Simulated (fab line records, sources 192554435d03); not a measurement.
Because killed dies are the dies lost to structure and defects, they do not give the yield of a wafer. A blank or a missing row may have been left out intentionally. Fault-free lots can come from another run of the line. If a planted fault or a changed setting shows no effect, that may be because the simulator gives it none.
A lot that was struck, set against a sound lot + flow n5-finfet + 42 out of 1938 route steps
Sound: wafers L454.2, L454.4, L454.6. Struck: wafer L461.3 (left out: L461.1, a lot-mate that was not struck); the cause follows at the end.
At each step with rows: each side's tool, then ch and its chambers, then its first start. Under that, the readings that differ: sound wafers + struck wafers + difference of the means + sigmas: that difference in standard deviations of wafers without a fault.
alike: readings whose means differ by less than 2 such deviations, and words and numbers that are the same on both sides. not compared: withheld readings, readings that some wafer has no value for, bounds like >300 that may hide the same value, and numbers for which the record gives no deviation and whose values overlap.
A row with sigmas, a row that says differs or no value, or rows on one side alone: a step with any of these is where the two part. Numbers that don't overlap but have no deviation are shown without sigmas and don't part them. Lack of a reading on every wafer of one side parts them only where that side has two or more wafers.

first, 12 steps without rows for these wafers: N5_SD_EPI_N_STRIP_36 (strips in N2/H2); N5_SD_EPI_N_ETCHBACK_44 (etches SiNx in CH3F/O2, stops on SiO2, target depth 14.5 nm); N5_SD_EPI_N_ETCH_45 (etches SiOCN in CH3F/O2, target depth 6 nm); N5_SD_EPI_N_ETCH_16 (etches SiO2 in CHF3/O2, target depth 5 nm); N5_SD_EPI_N_STRIP_47 (strips in CHF3/O2); N5_SD_EPI_N_SD_RECESS_17 (chemistry HBr/Cl2/O2, target depth 41 nm, time 23.7 s, bt time 3 s); N5_SD_EPI_N_STRIP_38 (strips in N2/H2); N5_SD_EPI_N_WET_ETCH_43 (etches SiO2 in dHF, time 14 s, target depth 1.5 nm); N5_SD_EPI_N_STRIP_18 (strips in SPM, time 750 s); N5_SD_EPI_N_SRD_20 (time 30 s); N5_SD_EPI_N_PRECLEAN_48 (cleans in NF3:NH3, afs cycles 2, time 20 s, sublimation time 60 s); N5_SD_EPI_N_VAPOR_ETCH_50 (etches Si in HCl, time 54 s).
N5_SD_EPI_N_EPI_21: deposits Si:P, time 690 s.
  sound on epi-rpcvd-02 ch 0, day 5 13:13; struck on epi-rpcvd-02 ch 0, day 7 02:43
| reading                                   | sound        | struck | difference | sigmas |
|-------------------------------------------|--------------|--------|------------|--------|
| epi-growth-time-s (s)                     | 690 690 690  | 742.8  | +52.8      |        |
| model.Si-P_of_SD_EPI_N_EPI_21.thk-nm (nm) | 59.4 59.8 59 | 62.8   | +3.4       |        |
N5_SD_EPI_N_EPI_MEAS_23:
  sound on film-metro-01, day 5 15:07; struck on film-metro-02, day 7 04:59
  alike: thk-nm
then, 24 steps without rows for these wafers: N5_SD_EPI_N_PRECLEAN_24 (cleans in O3/DIW, time 60 s); N5_SD_EPI_N_SRD_25 (time 30 s); N5_SD_EPI_N_PRECLEAN_49 (cleans in NF3:NH3, afs cycles 1, time 20 s, sublimation time 60 s); N5_SD_EPI_N_LINER_46 (material SiNx, target thk 3 nm); N5_SD_EPI_P_COAT_34 (time 60 s, resist thk 350 nm); N5_SD_EPI_P_COAT_35 (time 60 s, resist thk 35 nm); N5_SD_EPI_P_COAT_03 (resist thk 150 nm); N5_SD_EPI_P_EBR_05; N5_SD_EPI_P_SOFTBAKE_04 (time 60 s); N5_SD_EPI_P_EXPOSE_06 (exposes mask SD P BLK, target cd 240 nm); N5_SD_EPI_P_PEB_07 (peb time 60 s); N5_SD_EPI_P_DEVELOP_08 (develop time 30 s); N5_SD_EPI_P_DESCUM_14 (chemistry O2, time 7.9 s); N5_SD_EPI_P_ETCH_36 (etches SiARC in CF4, target depth 45.5 nm, time 75.8 s); N5_SD_EPI_P_ETCH_37 (etches SOC in N2/H2, overetch 108 nm, time 486 s); N5_SD_EPI_P_STRIP_38 (strips in N2/H2); N5_SD_EPI_P_ETCHBACK_46 (etches SiNx in CH3F/O2, stops on SiO2, target depth 17.5 nm); N5_SD_EPI_P_ETCH_47 (etches SiOCN in CH3F/O2, target depth 25 nm); N5_SD_EPI_P_ETCH_16 (etches SiO2 in CHF3/O2, target depth 5 nm); N5_SD_EPI_P_STRIP_50 (strips in CHF3/O2); N5_SD_EPI_P_SD_RECESS_17 (chemistry HBr/Cl2/O2, target depth 39.1 nm, bt time 3 s); N5_SD_EPI_P_WET_ETCH_45 (etches SiO2 in dHF, time 10.7 s, target depth 2 nm, rinse time 30 s); N5_SD_EPI_P_STRIP_40 (strips in N2/H2); N5_SD_EPI_P_PRECLEAN_52 (cleans in O3/DIW, time 60 s).
N5_SD_EPI_P_PRECLEAN_24: cleans in O3/DIW, time 45 s.
  sound on wet-bench-04 ch 2,4,5, day 5 19:53; struck on wet-bench-04 ch 1, day 7 09:43
| reading                                   | sound        | struck | difference | sigmas |
|-------------------------------------------|--------------|--------|------------|--------|
| model.Si-P_of_SD_EPI_N_EPI_21.thk-nm (nm) | 58.4 59 58.2 | 62     | +3         |        |
N5_SD_ACTIVATION_RS_MEAS_03: the measuring method here is four-point-probe.
  sound on film-metro-01, day 5 20:24; struck on film-metro-02, day 7 10:19
| reading          | sound          | struck | difference | sigmas |
|------------------|----------------|--------|------------|--------|
| RS_SD_N (ohm/sq) | 21.9 21.6 22.2 | 20.7   | -1.2       | -4     |
  alike: RS_SD_P
-- the record jumps here: 6 days lie between the struck wafers' starts before and after (it left off in module SD_ACTIVATION and takes up again in module BEOL_M4, whose first step shown is number 1111 of the route) --
N5_BEOL_M4_RC_MEAS_101:
  sound on prober-02 ch 0, day 12 13:22; struck on prober-01 ch 0, day 13 20:19
| reading          | sound          | struck | difference | sigmas |
|------------------|----------------|--------|------------|--------|
| RS_SD_N (ohm/sq) | 28.5 28.1 28.3 | 26.5   | -1.8       | -4     |
  alike: DIBL_N, DIBL_P, IOFF_N, IOFF_P, ION_N, ION_P, SS_N, SS_P, VT_N, VT_P
-- a jump in the record: the struck wafers' starts before and after are 5 days apart (it breaks off in module BEOL_M4 and resumes in module PASSIVATION, where the first step shown is number 1936 of the route) --
N5_PASSIVATION_PROBE_49:
  rows exist in the record for the struck wafers here (prober-01, day 18 15:23), but not for the sound ones

WHERE THEY PART
Earliest at N5_SD_ACTIVATION_RS_MEAS_03; latest, in this record, at N5_PASSIVATION_PROBE_49.

WHY: what the simulator had put in
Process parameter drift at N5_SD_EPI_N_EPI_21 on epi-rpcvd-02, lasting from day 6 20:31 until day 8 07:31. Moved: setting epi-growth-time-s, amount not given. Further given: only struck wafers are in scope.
